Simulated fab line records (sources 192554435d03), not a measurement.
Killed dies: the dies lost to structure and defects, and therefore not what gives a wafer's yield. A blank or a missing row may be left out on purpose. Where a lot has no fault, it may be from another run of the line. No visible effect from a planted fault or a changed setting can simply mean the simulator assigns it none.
Split-lot experiment	flow n5_finfet	on a route of 1938 steps: 7 lots, 21 wafers read

== THE SPLIT ==
At N5_BEOL_M4_ILD_DEP_00 (deposits SiOC from DEMS/O2, target thk 79 nm, time 15.3 s), the setting time_s was moved away from the recipe's 15.3 s on 9 of the 21 wafers read, by -10.7% to +14.9%. This setting was run at the recipe's value on the other wafers.

The file shows no step between the split and the reading.

== THE READING ==
At N5_BEOL_M4_THK_MEAS_01: M4_ILD_THK, given in nm. A value of 78.9 nm with a standard deviation of 1.1 nm is what fault-free wafers of this fab line usually give.

wafer	tool, chamber at the split	time_s as run, s	against the recipe	M4_ILD_THK, nm	against lot-mates on the recipe
L081.3	pecvd-04, 0	15.3	recipe	79.4	-
L081.4	pecvd-04, 1	15.3	recipe	80.8	-
L081.5	pecvd-04, 2	15.3	recipe	79.9	-
L082.1	pecvd-01, 1	17	+11.1%	87.2	+7.5
L082.2	pecvd-01, 2	15.3	recipe	79.5	-
L082.5	pecvd-01, 1	15.3	recipe	79.8	-
L087.3	pecvd-01, 1	17.58	+14.9%	90.4	+11.1
L087.4	pecvd-01, 1	15.3	recipe	79.3	-
L087.5	pecvd-01, 0	15.3	recipe	79.3	-
L089.2	pecvd-01, 1	13.66	-10.7%	69.5	-11.5
L089.4	pecvd-01, 1	13.66	-10.7%	70.3	-10.7
L089.6	pecvd-01, 2	15.3	recipe	81.0	-
L091.2	pecvd-01, 2	14.01	-8.4%	72.5	-7.4
L091.5	pecvd-01, 2	15.3	recipe	79.9	-
L091.6	pecvd-01, 1	14.01	-8.4%	72.0	-7.9
L093.1	pecvd-02, 0	15.3	recipe	77.6	-
L093.3	pecvd-02, 1	15.3	recipe	78.0	-
L093.5	pecvd-02, 0	16.55	+8.2%	86.1	+8.3
L097.1	pecvd-02, 1	15.3	recipe	77.9	-
L097.5	pecvd-02, 0	13.66	-10.7%	70.3	-7.6
L097.6	pecvd-02, 1	13.66	-10.7%	71.2	-6.7

FIT RESULTS
A straight line over all 21 wafers: M4_ILD_THK changes by +0.798 nm for each +1% of time_s; r = +0.99; the points scatter about the line by 0.93 nm.
The same after taking each lot's own level away (the mean of its wafers on the recipe; 21 wafers): +0.821 nm for each +1%; r = +0.98; scatter 1.1 nm.
That fit puts the effect of the largest move of time_s on the reading at 12 nm.
From 77.80 to 81.00 nm: that is the span of the lots' own levels, equal to 2.9 times the standard deviation above.
Consequently the slope shifts little with the lot-to-lot level, the two slopes agreeing.
Check: +12.5 nm against its lot-mates is what the line predicts for one of the wafers moved furthest among these (+14.9%) when that wafer is left out of the fit. Against them it came out at +11.1 nm.

== THESE WAFERS: OTHER SPLITS ==
Other splits were also applied to these wafers ahead of the reading. Each is held against what the fit with the lots' levels taken away leaves over:
other split on the same wafers	wafers away from the commonest value	r with M4_ILD_THK (lot level and that fit taken away)
N5_BEOL_M2_DESCUM_16 time_s	6	-0.11
N5_BEOL_M2_COAT_76 spin_rpm	8	+0.05
N5_BEOL_M2_DEP_57 time_s	7	-0.26

== THE WHOLE CHAIN: every reading that the file lists as answering this split, in the file's order ==
step	what it does	reading	change (the file's fit)	r (the file's)
N5_BEOL_M4_ILD_DEP_00	deposits SiOC from DEMS/O2, target thk 79 nm, time 15.3 s	SiOC_of_BEOL_M4_ILD_DEP_00.thk_nm (the simulator's own value, which no gauge read)	+0.817 nm for each +1% of the setting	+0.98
N5_BEOL_M4_THK_MEAS_01		M4_ILD_THK	+0.813 for each +1% of the setting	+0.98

== FILE'S OWN FIT ==
M4_ILD_THK changes by +0.813 nm for each +1% of time_s, r = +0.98.
